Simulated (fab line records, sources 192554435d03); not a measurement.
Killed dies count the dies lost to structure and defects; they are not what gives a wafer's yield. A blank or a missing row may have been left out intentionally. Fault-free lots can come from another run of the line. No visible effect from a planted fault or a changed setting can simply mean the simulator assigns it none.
Split-lot study :: flow n5-finfet :: 21 wafers read from 7 lots, route of 1938 steps

== THE SPLIT ==
At N5_BEOL_M2_ETCH_69 (etches SiARC in CF4, target depth 15.6 nm, time 26 s), the setting bias-w was moved away from the recipe's 36 W on 4 of the 21 wafers read, by -10.8% to +14.6%. For the rest of the wafers, this setting stayed at what the recipe calls for.

The split's own step is where the reading is taken.

== THE READING ==
rf-vpp-V, in V, at N5_BEOL_M2_ETCH_69 (etches SiARC in CF4, target depth 15.6 nm, time 26 s). A value of 184.5 V with a standard deviation of 1.3 V is what fault-free wafers of this fab line usually give.

wafer: L074.2
tool, chamber at the split: rie-diel-03, 1
bias-w as run, W: 36
against the recipe: recipe
rf-vpp-V, V: 185.1
against lot-mates on the recipe: -

wafer: L074.3
tool, chamber at the split: rie-diel-03, 2
bias-w as run, W: 32.63
against the recipe: -9.4%
rf-vpp-V, V: 172.5
against lot-mates on the recipe: -12.6

wafer: L074.6
tool, chamber at the split: rie-diel-03, 1
bias-w as run, W: 32.63
against the recipe: -9.4%
rf-vpp-V, V: 173.2
against lot-mates on the recipe: -11.9

wafer: L075.2
tool, chamber at the split: rie-diel-04, 2
bias-w as run, W: 36
against the recipe: recipe
rf-vpp-V, V: 182.8
against lot-mates on the recipe: -

wafer: L075.3
tool, chamber at the split: rie-diel-04, 1
bias-w as run, W: 36
against the recipe: recipe
rf-vpp-V, V: 183.8
against lot-mates on the recipe: -

wafer: L075.6
tool, chamber at the split: rie-diel-04, 0
bias-w as run, W: 36
against the recipe: recipe
rf-vpp-V, V: 183.5
against lot-mates on the recipe: -

wafer: L084.1
tool, chamber at the split: rie-diel-03, 3
bias-w as run, W: 36
against the recipe: recipe
rf-vpp-V, V: 183.5
against lot-mates on the recipe: -

wafer: L084.5
tool, chamber at the split: rie-diel-03, 1
bias-w as run, W: 36
against the recipe: recipe
rf-vpp-V, V: 184.1
against lot-mates on the recipe: -

wafer: L084.6
tool, chamber at the split: rie-diel-03, 2
bias-w as run, W: 36
against the recipe: recipe
rf-vpp-V, V: 184.1
against lot-mates on the recipe: -

wafer: L085.2
tool, chamber at the split: rie-diel-03, 1
bias-w as run, W: 41.27
against the recipe: +14.6%
rf-vpp-V, V: 201.4
against lot-mates on the recipe: +17.0

wafer: L085.4
tool, chamber at the split: rie-diel-03, 3
bias-w as run, W: 36
against the recipe: recipe
rf-vpp-V, V: 183.5
against lot-mates on the recipe: -

wafer: L085.6
tool, chamber at the split: rie-diel-03, 0
bias-w as run, W: 36
against the recipe: recipe
rf-vpp-V, V: 185.3
against lot-mates on the recipe: -

wafer: L087.3
tool, chamber at the split: rie-diel-06, 3
bias-w as run, W: 36
against the recipe: recipe
rf-vpp-V, V: 185.5
against lot-mates on the recipe: -

wafer: L087.4
tool, chamber at the split: rie-diel-06, 3
bias-w as run, W: 36
against the recipe: recipe
rf-vpp-V, V: 186.0
against lot-mates on the recipe: -

wafer: L087.6
tool, chamber at the split: rie-diel-06, 0
bias-w as run, W: 36
against the recipe: recipe
rf-vpp-V, V: 186.1
against lot-mates on the recipe: -

wafer: L088.1
tool, chamber at the split: rie-diel-03, 1
bias-w as run, W: 36
against the recipe: recipe
rf-vpp-V, V: 184.6
against lot-mates on the recipe: -

wafer: L088.3
tool, chamber at the split: rie-diel-03, 0
bias-w as run, W: 36
against the recipe: recipe
rf-vpp-V, V: 185.7
against lot-mates on the recipe: -

wafer: L088.4
tool, chamber at the split: rie-diel-03, 2
bias-w as run, W: 36
against the recipe: recipe
rf-vpp-V, V: 183.2
against lot-mates on the recipe: -

wafer: L090.2
tool, chamber at the split: rie-diel-03, 3
bias-w as run, W: 36
against the recipe: recipe
rf-vpp-V, V: 183.5
against lot-mates on the recipe: -

wafer: L090.3
tool, chamber at the split: rie-diel-03, 0
bias-w as run, W: 36
against the recipe: recipe
rf-vpp-V, V: 184.7
against lot-mates on the recipe: -

wafer: L090.5
tool, chamber at the split: rie-diel-03, 0
bias-w as run, W: 32.11
against the recipe: -10.8%
rf-vpp-V, V: 171.9
against lot-mates on the recipe: -12.2

FIT RESULTS
A straight line over all 21 wafers: rf-vpp-V changes by +1.18 V for each +1% of bias-w; r = +0.99; the points scatter about the line by 0.98 V.
The same after taking each lot's own level away (the mean of its wafers on the recipe; 21 wafers): +1.2 V for each +1%; r = +0.99; scatter 0.71 V.
That fit puts the effect of the largest move of bias-w on the reading at 18 V.
The span of the lots' own levels, 183.37 to 185.87 V, comes to 1.9 times the standard deviation stated above.
So the lot-to-lot level changes the slope little: the two slopes agree.
Check: for one of the wafers moved furthest among these (+14.6%), held out of the fit, the line's prediction against its lot-mates is +18.1 V. Against them it came out at +17 V.
Tool readings at the split's step, against how far the setting was moved: rf-vpp-V r = +0.99.

== ADDITIONAL SPLITS CARRIED BY THESE WAFERS ==
Other splits were also applied to these wafers ahead of the reading. Each is held against what the fit with the lots' levels taken away leaves over:
other split on the same wafers: N5_MOL_CONTACT_COAG_ALD_123 ald-cycles
wafers away from the commonest value: 7
r with rf-vpp-V (lot level and that fit taken away): +0.04

other split on the same wafers: N5_MOL_CONTACT_COAG_CVD_140 target-thk-a
wafers away from the commonest value: 9
r with rf-vpp-V (lot level and that fit taken away): +0.27

other split on the same wafers: N5_BEOL_M0_ETCH_128 source-w
wafers away from the commonest value: 8
r with rf-vpp-V (lot level and that fit taken away): +0.15

other split on the same wafers: N5_BEOL_M0_ETCH_109 bias-w
wafers away from the commonest value: 4
r with rf-vpp-V (lot level and that fit taken away): -0.30

other split on the same wafers: N5_BEOL_M1_EXPOSE_25 dose-mj
wafers away from the commonest value: 6
r with rf-vpp-V (lot level and that fit taken away): -0.20

== FILE'S OWN FIT ==
rf-vpp-V changes by +1.18 V for each +1% of bias-w, r = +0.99.
